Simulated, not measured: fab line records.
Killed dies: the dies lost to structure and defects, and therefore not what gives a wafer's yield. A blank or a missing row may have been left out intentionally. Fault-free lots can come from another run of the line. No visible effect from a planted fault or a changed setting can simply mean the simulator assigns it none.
Split-lot trial / flow n5-finfet / on a route of 1938 steps: 7 lots, 21 wafers read

THE SPLIT
At N5_BEOL_M4_ILD_DEP_00 (deposits SiOC from DEMS/O2, target thk 79 nm, time 15.3 s), the setting time-s was moved away from the recipe's 15.3 s on 8 of the 21 wafers read, by -13.0% to +9.5%. This setting was run at the recipe's value on the other wafers.

No step appears in the file between the split and the reading.

THE READING
M4_ILD_THK in nanometres, read at N5_BEOL_M4_THK_MEAS_01. On this fab line, fault-free wafers typically give 78.2 nm with a standard deviation of 1.3 nm.

wafer=L075.1; tool, chamber at the split=pecvd-04, 1; time-s as run, s=15.3; against the recipe=recipe; M4_ILD_THK, nm=77.8; against lot-mates on the recipe=-
wafer=L075.3; tool, chamber at the split=pecvd-04, 1; time-s as run, s=15.3; against the recipe=recipe; M4_ILD_THK, nm=79.0; against lot-mates on the recipe=-
wafer=L075.6; tool, chamber at the split=pecvd-04, 1; time-s as run, s=13.31; against the recipe=-13.0%; M4_ILD_THK, nm=68.7; against lot-mates on the recipe=-9.7
wafer=L080.2; tool, chamber at the split=pecvd-02, 0; time-s as run, s=15.3; against the recipe=recipe; M4_ILD_THK, nm=76.5; against lot-mates on the recipe=-
wafer=L080.4; tool, chamber at the split=pecvd-02, 1; time-s as run, s=15.3; against the recipe=recipe; M4_ILD_THK, nm=75.6; against lot-mates on the recipe=-
wafer=L080.6; tool, chamber at the split=pecvd-02, 1; time-s as run, s=15.3; against the recipe=recipe; M4_ILD_THK, nm=78.5; against lot-mates on the recipe=-
wafer=L082.2; tool, chamber at the split=pecvd-02, 1; time-s as run, s=15.3; against the recipe=recipe; M4_ILD_THK, nm=77.4; against lot-mates on the recipe=-
wafer=L082.4; tool, chamber at the split=pecvd-02, 2; time-s as run, s=15.3; against the recipe=recipe; M4_ILD_THK, nm=79.2; against lot-mates on the recipe=-
wafer=L082.6; tool, chamber at the split=pecvd-02, 1; time-s as run, s=16.38; against the recipe=+7.1%; M4_ILD_THK, nm=84.1; against lot-mates on the recipe=+5.8
wafer=L091.3; tool, chamber at the split=pecvd-01, 2; time-s as run, s=16.75; against the recipe=+9.5%; M4_ILD_THK, nm=84.3; against lot-mates on the recipe=no lot-mate on the recipe
wafer=L091.4; tool, chamber at the split=pecvd-01, 0; time-s as run, s=16.75; against the recipe=+9.5%; M4_ILD_THK, nm=85.0; against lot-mates on the recipe=no lot-mate on the recipe
wafer=L091.5; tool, chamber at the split=pecvd-01, 1; time-s as run, s=16.75; against the recipe=+9.5%; M4_ILD_THK, nm=84.0; against lot-mates on the recipe=no lot-mate on the recipe
wafer=L094.2; tool, chamber at the split=pecvd-04, 0; time-s as run, s=15.3; against the recipe=recipe; M4_ILD_THK, nm=78.2; against lot-mates on the recipe=-
wafer=L094.3; tool, chamber at the split=pecvd-04, 2; time-s as run, s=15.3; against the recipe=recipe; M4_ILD_THK, nm=79.2; against lot-mates on the recipe=-
wafer=L094.4; tool, chamber at the split=pecvd-04, 0; time-s as run, s=13.92; against the recipe=-9.0%; M4_ILD_THK, nm=72.8; against lot-mates on the recipe=-5.9
wafer=L097.1; tool, chamber at the split=pecvd-04, 0; time-s as run, s=14.46; against the recipe=-5.5%; M4_ILD_THK, nm=74.2; against lot-mates on the recipe=-4.4
wafer=L097.3; tool, chamber at the split=pecvd-04, 1; time-s as run, s=15.3; against the recipe=recipe; M4_ILD_THK, nm=78.6; against lot-mates on the recipe=-
wafer=L097.6; tool, chamber at the split=pecvd-04, 0; time-s as run, s=14.46; against the recipe=-5.5%; M4_ILD_THK, nm=75.7; against lot-mates on the recipe=-2.9
wafer=L096.1; tool, chamber at the split=pecvd-02, 2; time-s as run, s=15.3; against the recipe=recipe; M4_ILD_THK, nm=77.9; against lot-mates on the recipe=-
wafer=L096.2; tool, chamber at the split=pecvd-02, 0; time-s as run, s=15.3; against the recipe=recipe; M4_ILD_THK, nm=76.0; against lot-mates on the recipe=-
wafer=L096.3; tool, chamber at the split=pecvd-02, 1; time-s as run, s=15.3; against the recipe=recipe; M4_ILD_THK, nm=76.2; against lot-mates on the recipe=-

FIT RESULTS
A straight line over all 21 wafers: M4_ILD_THK changes by +0.678 nm for each +1% of time-s; r = +0.96; the points scatter about the line by 1.2 nm.
The same after taking each lot's own level away (the mean of its wafers on the recipe; 18 wafers): +0.729 nm for each +1%; r = +0.97; scatter 0.85 nm.
On that fit, the largest move of time-s shifts the reading by 9.5 nm.
From 76.70 to 78.70 nm: that is the span of the lots' own levels, equal to 1.5 times the standard deviation above.
The two slopes are in agreement: the lot-to-lot level therefore moves the slope only a little.
Check: -9.11 nm against its lot-mates is what the line predicts for one of the wafers moved furthest among these (-13.0%) when that wafer is left out of the fit. It came out at -9.7 nm against them.

OTHER SPLITS APPLIED TO THESE WAFERS
These wafers also went through other splits before the reading. Each is held against what the fit with the lots' levels taken away leaves over:
other split on the same wafers=N5_BEOL_M2_EXPOSE_08 dose-mj; wafers away from the commonest value=9; r with M4_ILD_THK (lot level and that fit taken away)=-0.11

THE WHOLE CHAIN: every reading that the file lists as answering this split, in the file's order
step=N5_BEOL_M4_ILD_DEP_00; what it does=deposits SiOC from DEMS/O2, target thk 79 nm, time 15.3 s; reading=SiOC_of_BEOL_M4_ILD_DEP_00.thk-nm (the simulator's own value, which no gauge read); change (the file's fit)=+0.733 nm for each +1% of the setting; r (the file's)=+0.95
step=N5_BEOL_M4_THK_MEAS_01; what it does=; reading=M4_ILD_THK; change (the file's fit)=+0.733 for each +1% of the setting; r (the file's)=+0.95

THE FILE'S OWN FIT
M4_ILD_THK changes by +0.733 nm for each +1% of time-s, r = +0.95.
